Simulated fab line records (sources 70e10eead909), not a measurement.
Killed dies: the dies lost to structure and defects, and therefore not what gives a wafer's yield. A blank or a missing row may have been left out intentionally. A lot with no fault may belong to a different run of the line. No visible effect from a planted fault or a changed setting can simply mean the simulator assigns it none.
Matching of chambers ; flow nand harc ; 4 sister chambers for NHARC_A_CONTACT_ALD_18 on ald metal-01
The step deposits TiN, target thk 3 nm, pulse time 1 s, ald cycles 150. 8 wafers are shown with their chamber, then 7 later ones without.

== WAFERS WITH THEIR CHAMBER ==
wafer;chamber;heater power w (W);precursor pulse height rel
L079.1;2;1199;1.000
L080.1;3;1106;1.014
L080.5;2;1212;1.023
L085.1;0;1007;0.989
L085.3;1;1165;0.999
L085.5;3;1092;1.011
L093.2;1;1170;0.995
L093.3;0;1021;1.014

== WAFERS WITH NO CHAMBER GIVEN ==
wafer;heater power w (W);precursor pulse height rel
L093.6;1032;1.016
L094.1;1009;0.960
L094.3;1148;1.007
L094.5;1083;1.017
L092.1;1114;0.998
L092.2;1047;1.020
L092.6;1161;0.979

== EACH ONE'S CHAMBER ==
wafer;from the rows above;in truth
L093.6;0;0
L094.1;0;0
L094.3;1;1
L094.5;3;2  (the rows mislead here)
L092.1;3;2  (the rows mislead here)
L092.2;can't be placed: 0 or 3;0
L092.6;1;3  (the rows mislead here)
Correctly placed: 3 of 7. These rows do not allow placing 1 (true chamber among the candidates in 1). Wrongly placed: 3.
How it was worked out, from the rows above alone: a wafer's distance from a chamber is the root of the sum, over the readings, of the square of ((its reading less the chamber's mean) divided by the reading's scatter). If the next closest chamber is less than 2 further off than the closest, the wafer can't be placed; otherwise it belongs to the closest. For every chamber, the mean is computed from those of its wafers that are shown. The scatter: take each reading less its chamber's mean, square it, sum over the shown wafers, divide by the number of wafers less the number of chambers, and take the root.
